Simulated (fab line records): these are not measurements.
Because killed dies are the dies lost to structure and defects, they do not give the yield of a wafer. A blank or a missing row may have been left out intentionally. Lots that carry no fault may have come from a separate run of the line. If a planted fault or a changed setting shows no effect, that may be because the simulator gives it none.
Split-lot study + flow n5-finfet + on a route of 1938 steps: 7 lots, 21 wafers read

## THE SPLIT
At N5_BEOL_M3_ETCH_64 (etches SOC in N2/H2, target depth 75 nm, overetch 15 nm, time 112.5 s), the setting time-s was moved away from the recipe's 112.5 s on 4 of the 21 wafers read, by -11.9% to +19.2%. All remaining wafers had this setting at the recipe value.

The reading is taken at the split's own step.

## THE READING
SiARC_of_BEOL_M3_COAT_62.thk-nm (the simulator's own value, which no gauge read), in nm, at N5_BEOL_M3_ETCH_64 (etches SOC in N2/H2, target depth 75 nm, overetch 15 nm, time 112.5 s). The file gives no usual value for it. Across the 17 wafers here that went through the recipe, the average is 6.8 nm and the standard deviation 0.11 nm.

| wafer  | tool, chamber at the split | time-s as run, s | against the recipe | SiARC_of_BEOL_M3_COAT_62.thk-nm, nm | against lot-mates on the recipe |
|--------|----------------------------|------------------|--------------------|-------------------------------------|---------------------------------|
| L078.2 | rie-diel-05, 2             | 112.5            | recipe             | 6.8                                 | -                               |
| L078.5 | rie-diel-05, 2             | 112.5            | recipe             | 6.8                                 | -                               |
| L078.3 | rie-diel-05, 0             | 112.5            | recipe             | 7                                   | -                               |
| L080.4 | rie-diel-01, 2             | 112.5            | recipe             | 6.8                                 | -                               |
| L080.6 | rie-diel-01, 2             | 112.5            | recipe             | 6.8                                 | -                               |
| L080.5 | rie-diel-01, 1             | 112.5            | recipe             | 7                                   | -                               |
| L076.1 | rie-diel-01, 3,2           | 112.5            | recipe             | 6.8                                 | -                               |
| L076.3 | rie-diel-01, 3,2           | 112.5            | recipe             | 6.8                                 | -                               |
| L076.4 | rie-diel-01, 3             | 112.5            | recipe             | 6.6                                 | -                               |
| L090.3 | rie-diel-01, 0             | 112.5            | recipe             | 7                                   | -                               |
| L090.5 | rie-diel-01, 0             | 112.5            | recipe             | 7                                   | -                               |
| L090.4 | rie-diel-01, 3             | 134.1            | +19.2%             | 5.6                                 | -1.4                            |
| L091.1 | rie-diel-04, 3,2,0         | 112.5            | recipe             | 6.8                                 | -                               |
| L091.3 | rie-diel-04, 3,2,0         | 112.5            | recipe             | 6.8                                 | -                               |
| L091.4 | rie-diel-04, 3,2,0         | 112.5            | recipe             | 6.8                                 | -                               |
| L093.4 | rie-diel-04, 3             | 112.5            | recipe             | 6.8                                 | -                               |
| L093.5 | rie-diel-04, 1             | 101              | -10.2%             | 7.2                                 | +0.3                            |
| L093.6 | rie-diel-04, 0             | 112.5            | recipe             | 7                                   | -                               |
| L095.1 | rie-diel-01, 1             | 112.5            | recipe             | 6.8                                 | -                               |
| L095.4 | rie-diel-01, 0             | 99.12            | -11.9%             | 7.6                                 | +0.8                            |
| L095.5 | rie-diel-01, 2             | 99.12            | -11.9%             | 7.4                                 | +0.6                            |
If several chambers appear in one row, that row covers several wafers at once and the file leaves open which wafer was in which chamber.

FIT RESULTS
A straight line over all 21 wafers: SiARC_of_BEOL_M3_COAT_62.thk-nm changes by -0.0574 nm for each +1% of time-s; r = -0.95; the points scatter about the line by 0.12 nm.
The same after taking each lot's own level away (the mean of its wafers on the recipe; 21 wafers): -0.0622 nm for each +1%; r = -0.96; scatter 0.12 nm.
According to that fit, moving time-s by its largest amount changes the reading by 1.2 nm.
The lots' own levels span 6.73 to 7.00 nm, that is 2.4 times the standard deviation above.
So the lot-to-lot level changes the slope little: the two slopes agree.
Check: for one of the wafers moved furthest among these (+19.2%), held out of the fit, the line's prediction against its lot-mates is -0.982 nm. It came out at -1.4 nm against them.

## FURTHER SPLITS ON THESE WAFERS
Note: prior to the reading, these wafers also went through further splits. Each is held against what the fit with the lots' levels taken away leaves over:
| other split on the same wafers       | wafers away from the commonest value | r with SiARC_of_BEOL_M3_COAT_62.thk-nm (lot level and that fit taken away) |
|--------------------------------------|--------------------------------------|----------------------------------------------------------------------------|
| N5_HKMG_FIN_COAT_06 spin-rpm         | 9                                    | +0.02                                                                      |
| N5_GATE_CUT_CUT_ETCH_54 icp-w        | 5                                    | +0.12                                                                      |
| N5_GATE_CUT_ALD_22 ald-cycles        | 8                                    | -0.41                                                                      |
| N5_MOL_CONTACT_COAG_ETCH_67 source-w | 8                                    | +0.00                                                                      |
| N5_BEOL_M0_ETCH_138 source-w         | 6                                    | +0.03                                                                      |
| N5_BEOL_M0_ETCH_109 bias-w           | 9                                    | +0.04                                                                      |

## FILE'S OWN FIT
SiARC_of_BEOL_M3_COAT_62.thk-nm changes by -0.0623 nm for each +1% of time-s, r = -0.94.
